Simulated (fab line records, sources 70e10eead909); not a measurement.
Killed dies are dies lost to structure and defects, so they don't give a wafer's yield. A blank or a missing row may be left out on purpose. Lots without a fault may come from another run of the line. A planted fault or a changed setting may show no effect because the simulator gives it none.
fab line records | flow nand_harc | part 1 of 2: steps 1 to 4 of 6
record lots=20 wafers=60 last_day=24
route steps=1159 shown A_STAIRCASE@590 A_SGD_CUT@762
lots that met no fault: from a run of the same line without faults
start_h: hours from the record's first day to the start of the lot's first wafer shown | wait_h: hours since the lot's step before | " the same as in the row above | L1.1+2: a row that stands for several wafers | - no value, or no start given | * or withheld: withheld | < > ~ a bound
route shown NAME@n: a module of which the file shows steps, and the number in the route of the first | usual: mean/standard deviation of fault-free wafers | same: alike in all rows | chamber/n: place in a boat | sites: the reading at each site | _std_site: their standard deviation | _edge_site: outer sites' mean less inner sites' | radius_mm: how far each site lies from the wafer's centre | mask NAME#n: copy n | behind: the tool/chamber that last shaped the wafer | hold: why the lot was held/for how many hours/how that ended | device: the transistor (n, p or np) that didn't switch | end of line: the same wafers' tests at the end of the route | a step without rows: its recipe alone | killed: dies lost to structure and defects at the first sort, not the wafer's yield | map: a wafer's dies, x killed, . not, _ none there
set.NAME: the setting as run; set.NAME@STEP: as run at that earlier step | model.NAME: the simulator's own value behind a step, which no gauge read
steps of the route over a sample of lots; a table a step, a row a wafer
services: from which hour (start_h, from the record's first day; less than 0 if before it) a tool's chamber was out of use, for how many hours, and why
## steps
# step NHARC_A_STAIRCASE_TRIM_196
# recipe time_s=211.2 o2_flow_sccm=500 ar_flow_sccm=0 bias_w=0 chemistry=O2
# usual drypump_motor_current_A=5.7/0.41 mfc_ar_sccm=0.007/0.012 o2_flow_sccm=500.2/1.4 oes_product_au=0.998/0.014 rf_vpp_V=57.9/0.87 showerhead_plenum_p_Torr=3.60/0.14 throttle_valve_pct=17.036/0.0083
# columns lot.wafer tool chamber start_h wait_h drypump_motor_current_A mfc_ar_sccm o2_flow_sccm oes_product_au rf_hours_counter_h rf_vpp_V showerhead_plenum_p_Torr throttle_valve_pct
L074.1 rie_diel-01 1 226.78 1.2 5.8 0.004 500.9 0.992 32 57.1 3.64 17.037
L074.3 " 0 " " 5.2 0.035 499.2 0.993 34 57.1 3.68 17.036
L074.6 " 1 " " 5.8 0.004 499.2 0.992 - 58.7 3.64 17.035
L075.2 rie_diel-01 2 253.14 0.1 6.3 0 499.3 1.005 42 57.6 3.30 17.049
L075.3 " 3 " " 5.6 0 501.7 0.980 44 59.4 3.66 17.038
L075.5 " 2 " " 6.2 0 499.6 1.000 - 57.0 3.30 17.030
L076.2 rie_diel-09 2 253.62 0.1 5.7 0 501.7 1.005 60 58.3 3.77 17.033
L076.4 " 3 " " 5.1 0 499.5 1.025 58 58.0 3.71 17.017
L076.6 " 3 " " 5.1 0 501.6 1.033 - 58.9 3.71 17.044
L078.4 rie_diel-09 1 267.06 0.1 5.8 0.012 499.3 0.992 1 57.9 3.56 17.046
L078.2 " 0 " " 6.0 0.008 501.2 0.976 1 56.9 3.61 17.027
L078.5 " 2 " " 5.8 0 499.2 1.002 - 59.0 3.77 17.028
L079.3 rie_diel-10 1 267.74 0.1 5.7 0.002 499.2 0.998 31 58.1 3.58 17.027
L079.4 " 2 " " 6.6 0 499.8 1.002 35 59.2 3.79 17.049
L079.2 " 3 " " 5.0 0.020 500.1 0.995 37 58.6 3.79 17.023
L080.3 rie_diel-09 2 276.50 0.1 5.7 0 499.6 1.004 5 57.0 3.77 17.042
L080.2 " 3 " " 5.1 0 500.9 1.009 5 56.5 3.70 17.043
L080.5 " 2 " " 5.8 0 500.5 0.994 - 56.9 3.77 17.040
L081.1 rie_diel-01 1 277.14 0.1 5.7 0.004 499.5 1.001 42 58.1 3.63 17.034
L081.3 " 2 " " 6.3 0 499.8 0.999 52 57.3 3.30 17.040
L081.5 " 1 " " 5.7 0.004 500.8 1.012 - 57.6 3.63 17.038
L082.3 rie_diel-10 0 291.92 0.1 6.1 0 500.4 0.987 43 57.8 3.49 17.039
L082.1 " 1 " " 5.8 0.002 498.0 1.001 40 59.1 3.57 17.037
L082.5 " 1 " " 5.7 0.002 499.1 1.001 - 59.0 3.57 17.042
L083.1 rie_diel-01 2 300.60 0.1 6.3 0 499.3 1.012 59 57.4 3.29 17.029
L083.3 " 3 " " 5.6 0 499.3 0.968 62 57.3 3.65 17.018
L083.6 " 0 " " 5.2 0.035 500.3 1.009 - 57.4 3.66 17.043
L084.3 rie_diel-01 1 301.07 0.1 5.8 0.004 500.1 0.997 48 58.8 3.63 17.045
L084.4 " 2 " " 6.3 0 499.8 1.007 59 58.1 3.29 17.051
L084.6 " 1 " " 5.7 0.004 499.7 1.003 - 57.2 3.63 17.042
L085.4 rie_diel-09 3 318.66 0.1 5.1 0 500.4 1.003 18 58.3 3.70 17.035
L085.1 " 0 " " 5.9 0.008 498.2 0.980 19 58.8 3.60 17.034
L085.2 " 2 " " 5.8 0 499.3 1.008 18 58.7 3.76 17.029
L087.2 rie_diel-01 2 325.77 0.1 6.3 0 500.8 0.979 0 56.6 3.29 17.034
L087.3 " 3 " " 5.6 0 501.4 1.017 0 59.3 3.65 17.051
L087.5 " 1 " " 5.8 0.004 498.9 0.981 - 57.3 3.62 17.044
L086.3 rie_diel-01 2 329.89 0.1 6.3 0 499.8 0.995 2 57.0 3.29 17.030
L086.1 " 3 " " 5.6 0 502.1 1.023 2 57.8 3.65 17.025
L086.6 " 1 " " 5.8 0.004 498.4 1.000 - 58.0 3.62 17.034
L092.3 rie_diel-01 1 338.20 0.1 5.7 0.004 499.2 0.988 6 59.3 3.62 17.037
L092.4 " 2 " " 6.3 0 500.2 0.992 6 58.0 3.29 17.042
L092.1 " 3 " " 5.6 0 502.5 1.014 6 58.8 3.64 17.024
L089.3 rie_diel-09 2 340.94 0.1 5.8 0 498.6 0.991 27 58.8 3.76 17.019
L089.1 " 3 " " 5.1 0 500.1 1.002 26 57.8 3.69 17.051
L089.6 " 1 " " 5.8 0.012 501.1 0.990 - 59.2 3.55 17.033
L090.2 rie_diel-10 3 341.40 0.1 5.0 0.020 497.9 0.994 66 59.1 3.77 17.042
L090.5 " 3 " " 5.0 0.020 500.2 1.005 - 58.3 3.77 17.030
L090.6 " 0 " " 6.1 0 498.0 0.998 - 56.9 3.48 17.029
L093.1 rie_diel-09 3 362.10 0.2 5.1 0 502.5 1.005 33 58.8 3.69 17.027
L093.5 " 0 " " 6.0 0.008 498.0 0.975 - 58.3 3.59 17.040
L093.6 " 1 " " 5.8 0.012 501.1 0.988 - 57.4 3.54 17.028
L094.2 rie_diel-09 3 362.41 0.1 5.1 0 499.5 1.005 34 57.9 3.69 17.037
L094.4 " 0 " " 5.9 0.008 499.7 0.972 35 58.0 3.59 17.041
L094.1 " 1 " " 5.8 0.012 499.8 0.982 37 57.7 3.54 17.055
L095.3 rie_diel-10 0 365.10 0.1 6.1 0 501.5 1.006 0 56.9 3.47 17.031
L095.4 " 1 " " 5.8 0.002 500.2 1.027 0 58.9 3.56 17.021
L095.1 " 2 " " 6.6 0 499.1 1.004 0 58.4 3.77 17.037
L097.4 rie_diel-01 1 374.54 0.1 5.7 0.004 498.2 0.982 22 58.3 3.61 17.020
L097.2 " 0 " " 5.2 0.035 499.1 1.034 21 59.1 3.65 17.031
L097.5 " 1 " " 5.8 0.004 500.9 0.998 - 57.7 3.61 17.030
# step NHARC_A_STAIRCASE_ETCH_197
# recipe target_depth_a=1000 time_s=40.5 ion_energy_ev=400 c4f8_flow_sccm=20 o2_flow_sccm=10 ar_flow_sccm=withheld rf_w=600 bias_w=1000 chemistry=C4F8/O2
# usual oes_product_au=0.944/0.018 rf_vpp_V=899/4.9
# columns lot.wafer tool chamber start_h wait_h oes_product_au rf_hours_counter_h rf_vpp_V
L074.1 rie_diel-01 3 - - 0.927 35 900
L074.3 " 0 " " 0.954 35 902
L074.6 " 1 " " 0.925 - 900
L075.2 rie_diel-01 0 - - 0.948 43 901
L075.3 " 2 " " 0.946 42 888
L075.5 " 2 " " 0.944 - 887
L076.2 rie_diel-09 1 - - 0.960 57 897
L076.4 " 2 " " 0.961 60 905
L076.6 " 0 " " 0.970 - 899
L078.4 rie_diel-09 0 - - 0.924 1 899
L078.2 " 1 " " 0.940 1 898
L078.5 " 3 " " 0.968 - 903
L079.2 rie_diel-10 3 - - 0.971 37 905
L079.4 " 0 " " 0.939 33 895
L079.3 " 1 " " 0.964 31 900
L080.3 rie_diel-09 3 - - 0.953 5 900
L080.2 " 1 " " 0.938 6 896
L080.5 " 0 " " 0.925 - 900
L081.3 rie_diel-01 1 - - 0.959 43 899
L081.1 " 3 " " 0.958 55 899
L081.5 " 0 " " 0.989 - 899
L082.1 rie_diel-10 0 - - 0.924 43 894
L082.3 " 1 " " 0.944 40 898
L082.5 " 0 " " 0.917 - 895
L083.3 rie_diel-01 3 - - 0.926 62 901
L083.1 " 1 " " 0.948 48 900
L083.6 " 3 " " 0.944 - 900
L084.4 rie_diel-01 1 - - 0.940 49 898
L084.3 " 2 " " 0.937 60 888
L084.6 " 3 " " 0.906 - 899
L085.4 rie_diel-09 0 - - 0.925 19 899
L085.1 " 2 " " 0.952 18 904
L085.2 " 3 " " 0.948 18 902
L087.2 rie_diel-01 1 - - 0.926 0 901
L087.3 " 3 " " 0.958 0 901
L087.5 " 2 " " 0.925 - 889
L086.3 rie_diel-01 1 - - 0.903 2 900
L086.1 " 3 " " 0.941 2 900
L086.6 " 1 " " 0.922 - 900
L092.4 rie_diel-01 3 - - 0.969 6 899
L092.3 " 0 " " 0.973 6 902
L092.1 " 1 " " 0.927 6 900
L089.3 rie_diel-09 3 - - 0.948 26 903
L089.1 " 0 " " 0.919 28 899
L089.6 " 0 " " 0.916 - 898
L090.2 rie_diel-10 2 - - 0.929 61 903
L090.5 " 3 " " 0.938 - 904
L090.6 " 0 " " 0.940 - 896
L093.1 rie_diel-09 0 - - 0.920 35 899
L093.6 " 1 " " 0.924 - 896
L093.5 " 2 " " 0.942 - 905
L094.2 rie_diel-09 0 - - 0.933 35 898
L094.1 " 1 " " 0.949 37 897
L094.4 " 2 " " 0.931 35 904
L095.4 rie_diel-10 0 - - 0.942 1 895
L095.1 " 1 " " 0.959 0 898
L095.3 " 3 " " 0.946 1 904
L097.4 rie_diel-01 2 - - 0.928 22 887
L097.2 " 3 " " 0.946 22 900
L097.5 " 1 " " 0.928 - 899
# step NHARC_A_STAIRCASE_TRIM_198
# recipe time_s=211.2 o2_flow_sccm=500 ar_flow_sccm=0 bias_w=0 chemistry=O2
# usual drypump_motor_current_A=5.7/0.4 mfc_ar_sccm=0.007/0.011 o2_flow_sccm=500.0/1.5 oes_product_au=0.994/0.015 rf_vpp_V=58.0/0.88 showerhead_plenum_p_Torr=3.59/0.14 throttle_valve_pct=17.037/0.0099
# columns lot.wafer tool chamber start_h wait_h drypump_motor_current_A mfc_ar_sccm o2_flow_sccm oes_product_au rf_hours_counter_h rf_vpp_V showerhead_plenum_p_Torr throttle_valve_pct
L074.1 rie_diel-01 2 - - 6.3 0 499.8 1.001 33 57.6 3.31 17.042
L074.3 " 3 " " 5.6 0 498.7 0.988 35 58.9 3.66 17.028
L074.6 " 2 " " 6.3 0 501.8 0.995 - 57.4 3.31 17.049
L075.2 rie_diel-01 2 - - 6.3 0 499.4 0.988 42 57.8 3.30 17.026
L075.3 " 3 " " 5.6 0 500.3 0.968 44 58.3 3.66 17.027
L075.5 " 3 " " 5.6 0 502.1 0.964 - 58.9 3.66 17.034
L076.4 rie_diel-09 3 - - 5.1 0 500.3 1.020 58 58.4 3.71 17.032
L076.2 " 0 " " 6.0 0.008 500.4 0.979 60 58.0 3.61 17.052
L076.6 " 2 " " 5.8 0 501.4 0.994 - 57.1 3.77 17.042
L078.2 rie_diel-09 1 - - 5.8 0.012 498.9 0.993 1 58.6 3.56 17.033
L078.4 " 3 " " 5.1 0 500.0 1.019 1 58.8 3.71 17.012
L078.5 " 1 " " 5.8 0.012 495.6 0.980 - 57.5 3.56 17.039
L079.4 rie_diel-10 3 - - 5.0 0.020 499.6 0.993 37 59.4 3.79 17.024
L079.3 " 1 " " 5.8 0.002 500.4 0.990 31 57.4 3.58 17.054
L079.2 " 2 " " 6.6 0 502.3 0.996 35 57.8 3.79 17.042
L080.3 rie_diel-09 0 - - 6.0 0.008 500.3 0.975 5 59.2 3.61 17.026
L080.2 " 3 " " 5.1 0 500.0 1.009 5 58.2 3.70 17.021
L080.5 " 1 " " 5.8 0.012 499.5 0.987 - 57.6 3.56 17.048
L081.3 rie_diel-01 3 - - 5.7 0 499.4 0.974 55 58.7 3.65 17.034
L081.1 " 2 " " 6.2 0 499.8 1.003 52 57.8 3.30 17.056
L081.5 " 3 " " 5.6 0 499.1 0.984 - 57.3 3.65 17.040
L082.3 rie_diel-10 3 - - 5.0 0.020 501.4 0.988 47 57.7 3.78 17.052
L082.1 " 0 " " 6.1 0 499.3 0.982 43 56.9 3.49 17.040
L082.5 " 3 " " 5.0 0.020 500.3 0.985 - 57.8 3.78 17.020
L083.1 rie_diel-01 1 - - 5.7 0.004 501.5 1.001 48 58.7 3.63 17.028
L083.3 " 0 " " 5.2 0.035 501.6 1.007 60 56.3 3.66 17.050
L083.6 " 2 " " 6.3 0 501.5 1.006 - 59.5 3.29 17.046
L084.4 rie_diel-01 2 - - 6.3 0 498.1 1.003 60 56.9 3.29 17.038
L084.3 " 3 " " 5.6 0 499.8 0.986 62 57.5 3.65 17.028
L084.6 " 2 " " 6.3 0 498.7 1.003 - 56.9 3.29 17.033
L085.2 rie_diel-09 3 - - 5.1 0 498.8 0.998 18 57.7 3.70 17.037
L085.4 " 1 " " 5.8 0.012 500.7 0.994 20 58.6 3.55 17.052
L085.1 " 2 " " 5.8 0 501.3 0.992 18 59.3 3.76 17.027
L087.3 rie_diel-01 0 - - 5.2 0.035 501.6 1.005 0 56.8 3.66 17.048
L087.2 " 2 " " 6.3 0 502.0 0.975 0 57.4 3.29 17.037
L087.5 " 0 " " 5.2 0.035 499.1 1.022 - 58.4 3.66 17.059
L086.3 rie_diel-01 2 - - 6.3 0 501.1 0.973 2 58.3 3.29 17.047
L086.1 " 3 " " 5.7 0 497.2 1.013 2 57.5 3.65 17.039
L086.6 " 3 " " 5.7 0 501.5 1.005 - 58.1 3.65 17.052
L092.3 rie_diel-01 2 - - 6.2 0 498.4 0.978 6 59.3 3.29 17.048
L092.1 " 3 " " 5.7 0 499.2 1.013 6 57.7 3.64 17.031
L092.4 " 0 " " 5.2 0.035 497.7 1.008 6 58.4 3.66 17.036
L089.3 rie_diel-09 1 - - 5.8 0.012 500.5 0.987 30 57.8 3.55 17.051
L089.1 " 3 " " 5.1 0 499.9 1.008 26 59.0 3.69 17.049
L089.6 " 1 " " 5.8 0.012 499.7 0.992 - 56.5 3.55 17.055
L090.2 rie_diel-10 3 - - 5.0 0.020 501.8 0.988 66 58.4 3.77 17.031
L090.5 " 1 " " 5.8 0.002 501.2 0.978 - 57.5 3.56 17.027
L090.6 " 2 " " 6.6 0 499.5 0.983 - 57.3 3.77 17.052
L093.1 rie_diel-09 2 - - 5.8 0 500.4 0.994 35 59.0 3.75 17.033
L093.5 " 1 " " 5.8 0.012 501.0 0.993 - 57.6 3.54 17.029
L093.6 " 2 " " 5.8 0 501.2 1.002 - 57.4 3.75 17.034
L094.1 rie_diel-09 0 - - 5.9 0.008 502.2 0.986 36 57.0 3.59 17.020
L094.2 " 1 " " 5.8 0.012 501.4 0.995 38 58.3 3.54 17.031
L094.4 " 2 " " 5.8 0 499.5 0.992 35 57.3 3.75 17.028
L095.3 rie_diel-10 0 - - 6.1 0 499.1 1.014 1 57.4 3.47 17.039
L095.1 " 1 " " 5.8 0.002 499.9 1.015 1 56.3 3.56 17.062
L095.4 " 2 " " 6.6 0 498.3 1.016 1 58.7 3.77 17.043
L097.2 rie_diel-01 2 - - 6.2 0 499.3 0.979 22 57.0 3.28 17.026
L097.4 " 0 " " 5.2 0.035 498.4 1.030 21 57.1 3.65 17.024
L097.5 " 3 " " 5.6 0 499.1 1.009 - 58.5 3.63 17.036
# step NHARC_A_STAIRCASE_TRIM_200
# recipe time_s=211.2 o2_flow_sccm=500 ar_flow_sccm=0 bias_w=0 chemistry=O2
# usual drypump_motor_current_A=5.7/0.41 mfc_ar_sccm=0.008/0.013 o2_flow_sccm=500.0/1.6 oes_product_au=0.996/0.015 rf_vpp_V=57.9/0.88 showerhead_plenum_p_Torr=3.61/0.13 throttle_valve_pct=17.035/0.0087
# columns lot.wafer tool chamber start_h wait_h drypump_motor_current_A mfc_ar_sccm o2_flow_sccm oes_product_au rf_hours_counter_h rf_vpp_V showerhead_plenum_p_Torr throttle_valve_pct
L074.1 rie_diel-01 1 - - 5.7 0.004 499.8 0.990 32 58.0 3.64 17.021
L074.3 " 2 " " 6.3 0 499.8 0.999 33 58.4 3.31 17.049
L074.6 " 1 " " 5.8 0.004 502.9 0.987 - 58.7 3.64 17.033
L075.3 rie_diel-01 0 - - 5.2 0.035 499.6 1.006 43 59.4 3.67 17.036
L075.2 " 3 " " 5.7 0 497.5 0.974 44 58.6 3.66 17.034
L075.5 " 3 " " 5.6 0 498.8 0.978 - 59.4 3.66 17.031
L076.4 rie_diel-09 2 - - 5.8 0 501.2 1.005 61 57.8 3.77 17.034
L076.2 " 0 " " 5.9 0.008 496.9 0.985 60 56.2 3.61 17.045
L076.6 " 3 " " 5.1 0 499.5 1.028 - 57.5 3.71 17.039
L078.4 rie_diel-09 1 - - 5.7 0.012 501.3 0.983 1 56.0 3.56 17.034
L078.2 " 3 " " 5.1 0 500.4 1.006 1 58.7 3.71 17.042
L078.5 " 0 " " 5.9 0.008 497.7 0.976 - 58.2 3.61 17.039
L079.3 rie_diel-10 0 - - 6.1 0 500.5 0.986 34 57.1 3.49 17.042
L079.2 " 2 " " 6.6 0 500.0 0.995 35 58.7 3.79 17.030
L079.4 " 3 " " 5.0 0.020 500.9 0.995 37 58.5 3.79 17.036
L080.3 rie_diel-09 2 - - 5.8 0 501.7 0.995 5 58.4 3.77 17.040
L080.2 " 3 " " 5.1 0 501.2 1.011 5 57.1 3.70 17.034
L080.5 " 3 " " 5.1 0 503.5 1.006 - 58.0 3.70 17.057
L081.1 rie_diel-01 0 - - 5.2 0.035 502.7 1.008 54 57.2 3.67 17.029
L081.3 " 2 " " 6.3 0 504.1 0.994 52 55.7 3.30 17.036
L081.5 " 0 " " 5.2 0.035 503.0 1.014 - 56.8 3.67 17.041
L082.3 rie_diel-10 3 - - 5.0 0.020 500.4 0.991 48 59.7 3.78 17.026
L082.1 " 1 " " 5.8 0.002 499.1 0.989 41 58.3 3.57 17.035
L082.5 " 1 " " 5.8 0.002 499.5 0.999 - 57.7 3.57 17.021
L083.1 rie_diel-01 0 - - 5.2 0.035 499.6 1.014 60 57.0 3.66 17.052
L083.3 " 3 " " 5.7 0 500.5 0.975 62 58.3 3.65 17.046
L083.6 " 1 " " 5.7 0.004 502.4 0.996 - 57.9 3.63 17.040
L084.3 rie_diel-01 0 - - 5.2 0.035 500.7 1.020 60 57.5 3.66 17.032
L084.4 " 1 " " 5.7 0.004 497.4 1.013 49 58.4 3.63 17.036
L084.6 " 0 " " 5.2 0.035 498.5 1.008 - 57.8 3.66 17.024
L085.4 rie_diel-09 3 - - 5.1 0 499.7 1.005 18 57.8 3.70 17.023
L085.1 " 0 " " 6.0 0.008 501.9 0.969 19 59.7 3.60 17.027
L085.2 " 1 " " 5.8 0.012 500.4 0.993 20 58.6 3.55 17.041
L087.2 rie_diel-01 0 - - 5.2 0.035 499.0 1.011 1 57.1 3.66 17.032
L087.3 " 1 " " 5.7 0.004 499.7 0.979 1 56.5 3.62 17.040
L087.5 " 0 " " 5.2 0.035 498.0 1.025 - 56.3 3.66 17.033
L086.3 rie_diel-01 3 - - 5.7 0 498.9 1.009 2 57.2 3.64 17.033
L086.1 " 1 " " 5.8 0.004 500.4 0.980 3 57.9 3.62 17.025
L086.6 " 2 " " 6.3 0 497.5 0.978 - 57.0 3.29 17.024
L092.1 rie_diel-01 3 - - 5.7 0 500.9 1.018 6 57.8 3.64 17.037
L092.4 " 0 " " 5.2 0.035 500.7 1.020 6 57.5 3.66 17.035
L092.3 " 1 " " 5.7 0.004 497.1 0.979 6 58.2 3.62 17.033
L089.1 rie_diel-09 1 - - 5.7 0.012 500.6 0.991 30 56.7 3.55 17.025
L089.3 " 2 " " 5.7 0 501.4 0.996 27 57.3 3.76 17.021
L089.6 " 1 " " 5.7 0.012 500.2 0.985 - 59.1 3.55 17.028
L090.2 rie_diel-10 1 - - 5.8 0.002 500.3 0.990 60 57.6 3.56 17.025
L090.6 " 2 " " 6.6 0 497.6 0.991 - 57.7 3.77 17.027
L090.5 " 3 " " 5.0 0.020 500.3 0.990 - 57.9 3.77 17.035
L093.1 rie_diel-09 3 - - 5.1 0 502.4 1.014 34 58.3 3.69 17.033
L093.6 " 3 " " 5.1 0 499.8 0.995 - 58.6 3.69 17.051
L093.5 " 0 " " 5.9 0.008 500.9 0.969 - 56.5 3.59 17.033
L094.2 rie_diel-09 3 - - 5.1 0 499.6 1.015 34 58.7 3.69 17.043
L094.4 " 1 " " 5.8 0.012 501.5 0.975 38 57.8 3.54 17.038
L094.1 " 2 " " 5.8 0 498.1 0.993 35 58.6 3.75 17.029
L095.4 rie_diel-10 0 - - 6.1 0 498.7 0.995 1 58.8 3.47 17.020
L095.3 " 1 " " 5.8 0.002 497.6 1.017 1 58.1 3.56 17.041
L095.1 " 3 " " 5.0 0.020 500.7 0.981 1 58.3 3.77 17.030
L097.4 rie_diel-01 2 - - 6.3 0 500.3 0.987 23 56.8 3.28 17.025
L097.2 " 0 " " 5.2 0.035 499.1 1.030 21 57.7 3.65 17.035
L097.5 " 1 " " 5.8 0.004 497.9 0.987 - 57.8 3.61 17.026
